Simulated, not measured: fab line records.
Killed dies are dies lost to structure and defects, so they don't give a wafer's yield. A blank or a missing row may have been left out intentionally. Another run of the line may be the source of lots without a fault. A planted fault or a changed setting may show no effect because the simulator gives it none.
8D (eight disciplines) problem report, filled in by code | flow n5 finfet | the parts of the form that need people (team, actions taken, sign-off) are left out

== 1. PROBLEM STATEMENT ==
Wafers without a fault read 13, standard deviation 5; killed_at_M4_up at N5_PASSIVATION_PROBE_49 reads a mean of 99 on 6 wafers belonging to 2 lots. That is +17 standard deviations from the usual mean.
Seen first at day 18 06:05 on prober-02, wafer L974.1. The record has a number at this step for 34 wafers belonging to 12 lots. The rule behind "out" and "out of limits": a value lying over 4 standard deviations away from the usual mean. Any other wafer with a number is counted as sound.

== 2. WHAT THIS IS AND IS NOT ==
question                    | is                                   | is not
which readings at this step | killed_at_M4_up, sort_bin_5_function | killed_at_M0_to_M3, killed at contacts, killed at front end, killed at other, killed open, killed short
which lots                  | L973, L974                           | L958, L959, L961, L964, L965, L966, L967, L972, L976, L978
which wafers of those lots  | all that have a number               | -
read on which tools         | prober-02                            | prober-01
when                        | from day 18 06:05                    | up to then (25 sound wafers); but 3 sound wafers of L978 came after

== 3. THE SUSPECTS, EACH WITH WHAT RULES IT OUT ==
Counting: a tool stays on the suspect list if, at a process step up to the reading, it processed all lots that are out and no sound lot following the first of them.
- rie diel-05 at N5_BEOL_M13_ETCH_38 (etches SiCN in CF4/N2, target depth 67.5 nm, time 71.9 s): kept. Every lot that is out went through it, starting with L974 (day 16 20:04), and after that it ran no sound lot; the last sound lot it ran before then is L966 (day 14 19:47).
- rie metal-01 at N5_PASSIVATION_AL_ETCH_33 (etches Al in Cl2/BCl3, stops on TaN, target depth 2800 nm, time 466.7 s): kept. Every lot that is out went through it, starting with L974 (day 18 01:02), and after that it ran no sound lot; the last sound lot it ran before then is L976 (day 17 20:29).
- prober-02 at N5_PASSIVATION_PROBE_49: ruled out as a lasting fault. Following L974 (day 18 06:05), the first lot on it that is out, the sound lots L978 were run on it.
Left after counting: rie diel-05 at N5_BEOL_M13_ETCH_38, rie metal-01 at N5_PASSIVATION_AL_ETCH_33.

== 4. THE CAUSE (what the simulator had put in) ==
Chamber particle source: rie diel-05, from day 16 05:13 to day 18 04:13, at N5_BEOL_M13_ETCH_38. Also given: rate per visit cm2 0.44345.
Counting left 2 suspects, and this tool is among them.

== 5. THE CHAIN OF EFFECTS, in route order ==
Each row: a reading whose mean over the struck wafers that have a number lies more than 3 standard deviations from the usual. Scope: only readings with a usual standard deviation given in the record; hours: median across lots of the time from each lot's start at the first step in this table that gives one to its start at this step; sigmas: change in usual standard deviations.
hours | step                    | reading              | usual  | on struck wafers | change | sigmas
0     | N5_PASSIVATION_PROBE_49 | defect limited yield | 91.0 % | 84.0             | -7.0   | -4.7
0     | N5_PASSIVATION_PROBE_49 | killed_at_M4_up      | 13     | 99               | +86    | +17
0     | N5_PASSIVATION_PROBE_49 | killed dies          | 106    | 189              | +83    | +4.6
0     | N5_PASSIVATION_PROBE_49 | sort_bin_5_function  | 5.2 %  | 10.8             | +5.5   | +5.8
0     | N5_PASSIVATION_PROBE_49 | sort n pass          | 1074   | 991              | -83    | -4.6
0     | N5_PASSIVATION_PROBE_49 | sort yield pct       | 91.0 % | 84.0             | -7.0   | -4.7
The process steps in it:
- N5_PASSIVATION_PROBE_49

== 6. HOW IT WOULD HAVE BEEN CAUGHT EARLIER ==
First out-of-limits reading in this record: day 18 06:05, which is 49 hours after fault onset at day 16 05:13.
No tool reading at N5_BEOL_M13_ETCH_38 that has a usual standard deviation in the record was out on any struck wafer, so an alarm limit of 4 standard deviations on those readings would not have fired.
The start of N5_BEOL_M13_ETCH_38 on rie diel-05 came by day 18 06:05 for every one of the lots that are out (2). Had the tool been put on hold then, not one of them would have been saved.
